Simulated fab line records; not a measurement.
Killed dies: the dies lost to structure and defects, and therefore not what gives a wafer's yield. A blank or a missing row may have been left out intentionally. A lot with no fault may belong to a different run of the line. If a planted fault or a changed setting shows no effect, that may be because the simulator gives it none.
What tool caused it? | flow n5-finfet | 12 lots with 35 wafers sampled at 4 steps, on a route of 1938 steps

## WHAT EACH GAUGE READ, for each wafer
No reading from a measuring or inspecting step in the record can be judged against a usual standard deviation.

## TOOL THAT RAN EACH LOT (tool first, then ch and the chambers of the sampled wafers, then the start)
lot  | N5_BEOL_M8_SPUTTER_48        | N5_PASSIVATION_PASS_ETCH_47        | N5_PASSIVATION_STRIP_48            | N5_PASSIVATION_PROBE_49
L865 | pvd-sputter-02, day 12 14:15 | rie-diel-05 ch 1,2, day 15 09:59   | rie-diel-05 ch 1,2, day 15 10:31   | -
L870 | pvd-sputter-01, day 14 04:27 | rie-diel-05 ch 0,1, day 16 22:42   | rie-diel-05 ch 0,1, day 16 23:13   | -
L873 | pvd-sputter-01, day 14 11:09 | rie-diel-03 ch 2,3, day 17 04:17   | rie-diel-03 ch 2,3, day 17 04:47   | -
L871 | pvd-sputter-02, day 14 21:23 | rie-diel-03 ch 0,3, day 17 10:49   | rie-diel-03 ch 0,3, day 17 11:20   | prober-02, day 17 14:01
L869 | pvd-sputter-01, day 15 03:04 | rie-diel-03 ch 2,3, day 17 19:32   | rie-diel-03 ch 2,3, day 17 20:04   | -
L872 | pvd-sputter-02, day 15 03:25 | rie-diel-03 ch 1,3, day 18 00:04   | rie-diel-03 ch 1,3, day 18 00:34   | -
L876 | pvd-sputter-02, day 15 07:37 | rie-diel-05 ch 1,2,3, day 18 05:11 | rie-diel-05 ch 1,2,3, day 18 05:41 | -
L874 | pvd-sputter-01, day 15 22:11 | rie-diel-05 ch 2,3, day 18 11:59   | rie-diel-05 ch 2,3, day 18 12:30   | -
L877 | pvd-sputter-01, day 15 22:23 | rie-diel-05 ch 1,2,3, day 18 13:57 | rie-diel-05 ch 1,2,3, day 18 14:28 | -
L884 | pvd-sputter-01, day 17 06:35 | rie-diel-02 ch 0,1,3, day 19 22:44 | rie-diel-02 ch 0,1,3, day 19 23:16 | prober-02, day 20 01:45
L883 | pvd-sputter-01, day 17 21:14 | rie-diel-03 ch 0,1,3, day 20 09:53 | rie-diel-03 ch 0,1,3, day 20 10:25 | prober-01, day 20 12:54
L885 | pvd-sputter-01, day 18 04:58 | rie-diel-03 ch 0,1, day 21 01:34   | rie-diel-03 ch 0,1, day 21 02:05   | prober-01, day 21 04:44
- N5_BEOL_M8_SPUTTER_48: material Cu, target thk 10 nm, time 1.667 s.
- N5_PASSIVATION_PASS_ETCH_47: etches SiNx in CF4/O2, target depth 770 nm, time 385 s.
- N5_PASSIVATION_STRIP_48: strips in O2.
- N5_PASSIVATION_PROBE_49

## AS READ BY THE TOOLS THEMSELVES (means over the sampled wafers that have a number; for cases with no such wafer, the mark the record gives instead)
N5_BEOL_M8_SPUTTER_48. Usual: 29.8 % for throttle-valve-pct, sd 0.86.
lot  | tool           | throttle-valve-pct (%) | flag
L865 | pvd-sputter-02 | 29.2                   |
L870 | pvd-sputter-01 | 29.9                   |
L873 | pvd-sputter-01 | 28.8                   |
L871 | pvd-sputter-02 | 29.8                   |
L869 | pvd-sputter-01 | 28.6                   |
L872 | pvd-sputter-02 | 29.6                   |
L876 | pvd-sputter-02 | 29.6                   |
L874 | pvd-sputter-01 | 28.6                   |
L877 | pvd-sputter-01 | 29.5                   |
L884 | pvd-sputter-01 | 29.9                   |
L883 | pvd-sputter-01 | 30.2                   |
L885 | pvd-sputter-01 | 30.6                   |

N5_PASSIVATION_PASS_ETCH_47. Usual: drypump-motor-current-A is 5.8 A with standard deviation 0.53, oes_ar_750_au is 0.82 a.u. with standard deviation 0.065, oes_o_777_au is 0.82 a.u. with standard deviation 0.061, oes-product-au is 0.82 a.u. with standard deviation 0.065, rf-vpp-V is 242 V with standard deviation 5.5, showerhead-plenum-p-Torr is 2.21 Torr with standard deviation 0.086, and throttle-valve-pct is 15.70 % with standard deviation 0.29.
lot  | tool        | drypump-motor-current-A (A) | oes_ar_750_au (a.u.) | oes_o_777_au (a.u.) | oes-product-au (a.u.) | rf-vpp-V (V) | showerhead-plenum-p-Torr (Torr) | throttle-valve-pct (%) | flag
L865 | rie-diel-05 | 5.3                         | 0.87                 | 0.87                | 0.86                  | 237          | 2.16                            | 15.40                  |
L870 | rie-diel-05 | 5.8                         | 0.87                 | 0.85                | 0.87                  | 239          | 2.24                            | 15.68                  |
L873 | rie-diel-03 | 5.9                         | 0.87                 | 0.87                | 0.87                  | 246          | 2.31                            | 15.64                  |
L871 | rie-diel-03 | 5.3                         | 0.85                 | 0.86                | 0.86                  | 251          | 2.20                            | 15.41                  |
L869 | rie-diel-03 | 5.8                         | 0.86                 | 0.86                | 0.85                  | 246          | 2.32                            | 15.73                  |
L872 | rie-diel-03 | 6.2                         | 0.81                 | 0.80                | 0.80                  | 238          | 2.18                            | 15.97                  |
L876 | rie-diel-05 | 5.4                         | 0.86                 | 0.86                | 0.86                  | 237          | 2.17                            | 15.41                  |
L874 | rie-diel-05 | 5.7                         | 0.80                 | 0.82                | 0.81                  | 237          | 2.18                            | 15.51                  |
L877 | rie-diel-05 | 5.4                         | 0.85                 | 0.85                | 0.85                  | 238          | 2.16                            | 15.44                  |
L884 | rie-diel-02 | 5.9                         | 0.75                 | 0.76                | 0.75                  | 240          | 2.23                            | 15.92                  |
L883 | rie-diel-03 | 5.8                         | 0.80                 | 0.80                | 0.80                  | 244          | 2.18                            | 15.74                  |
L885 | rie-diel-03 | 5.4                         | 0.79                 | 0.79                | 0.80                  | 247          | 2.13                            | 15.67                  |

N5_PASSIVATION_STRIP_48. Usual: drypump-motor-current-A 5.8 A, standard deviation 0.53; oes-product-au 0.82 a.u., standard deviation 0.068; rf-vpp-V 3.6 V, standard deviation 2.5; showerhead-plenum-p-Torr 2.11 Torr, standard deviation 0.086; throttle-valve-pct 16.53 %, standard deviation 0.29.
lot  | tool        | drypump-motor-current-A (A) | oes-product-au (a.u.) | rf-vpp-V (V) | showerhead-plenum-p-Torr (Torr) | throttle-valve-pct (%) | flag
L865 | rie-diel-05 | 5.4                         | 0.84                  | 2.2          | 2.06                            | 16.21                  |
L870 | rie-diel-05 | 5.8                         | 0.89                  | 0.9          | 2.12                            | 16.43                  |
L873 | rie-diel-03 | 5.9                         | 0.87                  | 6.6          | 2.22                            | 16.47                  |
L871 | rie-diel-03 | 5.3                         | 0.85                  | 3.1          | 2.11                            | 16.31                  |
L869 | rie-diel-03 | 5.8                         | 0.84                  | 5.0          | 2.22                            | 16.57                  |
L872 | rie-diel-03 | 6.1                         | 0.79                  | 2.3          | 2.07                            | 16.75                  |
L876 | rie-diel-05 | 5.4                         | 0.85                  | 3.4          | 2.06                            | 16.25                  |
L874 | rie-diel-05 | 5.7                         | 0.79                  | 5.2          | 2.08                            | 16.39                  |
L877 | rie-diel-05 | 5.4                         | 0.83                  | 3.5          | 2.06                            | 16.27                  |
L884 | rie-diel-02 | 5.9                         | 0.75                  | 2.3          | 2.13                            | 16.78                  |
L883 | rie-diel-03 | 5.7                         | 0.80                  | 3.9          | 2.08                            | 16.59                  |
L885 | rie-diel-03 | 5.4                         | 0.79                  | 1.0          | 2.02                            | 16.50                  |

N5_PASSIVATION_PROBE_49. Usual: defect-limited-yield 91.2 %, standard deviation 1.6; killed_at_M0_to_M3 33, standard deviation 11; killed_at_M4_up 14, standard deviation 5; killed-at-contacts 12, standard deviation 5.8; killed-at-front-end 41, standard deviation 12; killed-at-other 3.5, standard deviation 2.9; killed-dies 104, standard deviation 19; killed-on-rim 13, standard deviation 4.2; killed-open 68, standard deviation 14; killed-short 34, standard deviation 8.8; sort_bin_5_function 5.2 %, standard deviation 1.1; sort_bin_6_memory 3.2 %, standard deviation 0.71; sort-n-pass 1076, standard deviation 19; sort-yield-pct 91.2 %, standard deviation 1.6.
lot  | tool      | defect-limited-yield (%) | killed_at_M0_to_M3 | killed_at_M4_up | killed-at-contacts | killed-at-front-end | killed-at-other | killed-dies | killed-on-rim | killed-open | killed-short | sort_bin_5_function (%) | sort_bin_6_memory (%) | sort-n-pass | sort-yield-pct (%) | flag
L871 | prober-02 | 89.8                     | 38                 | 11              | 20                 | 46                  | 5.3             | 121         | 13            | 76          | 43           | 6.2                     | 3.6                   | 1059        | 89.8               |
L884 | prober-02 | 88.0                     | 33                 | 61              | 14                 | 31                  | 3.3             | 142         | 19            | 69          | 32           | 7.3                     | 3.8                   | 1038        | 88.0               | OFF
L883 | prober-01 | 88.0                     | 38                 | 50              | 13                 | 36                  | 5.0             | 142         | 18            | 74          | 27           | 7.3                     | 3.5                   | 1038        | 88.0               | OFF
L885 | prober-01 | 83.6                     | 44                 | 101             | 9                  | 40                  | 0.0             | 193         | 23            | 76          | 30           | 10.1                    | 4.3                   | 987         | 83.6               | OFF

## THE ANSWER, worked out from the rows above alone
Rule: take the mean of a lot's wafers that have a number; if it is more than 3 standard deviations from the usual mean, the lot is off. A lot without any number at a reading at which 4 lots or more have one is off too. Where the step has rows for the other lots, those lots are counted as sound. After the gauges, taken in route order, come the tools' own readings; for these a lot's mean is taken, as printed above. At the first step where some lot is off, the reading lying furthest off is the one used; lots without a number count as furthest.
Off: L884, L883, L885, at N5_PASSIVATION_PROBE_49 (killed_at_M4_up). Neither off nor sound, because the step has no rows for them: L865, L870, L873, L869, L872, L876, L874, L877.
A tool fits if, at that step or a process step before it, it ran every lot that is off, and no sound lot after the first of them. One fits: pvd-sputter-01 at N5_BEOL_M8_SPUTTER_48. It ran no sound lot before its first lot that is off in this sample, so the start can't be narrowed down.

## WHAT WAS PUT IN BY THE SIMULATOR
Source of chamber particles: pvd-sputter-01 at N5_BEOL_M8_SPUTTER_48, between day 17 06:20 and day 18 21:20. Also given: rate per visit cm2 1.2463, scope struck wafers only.
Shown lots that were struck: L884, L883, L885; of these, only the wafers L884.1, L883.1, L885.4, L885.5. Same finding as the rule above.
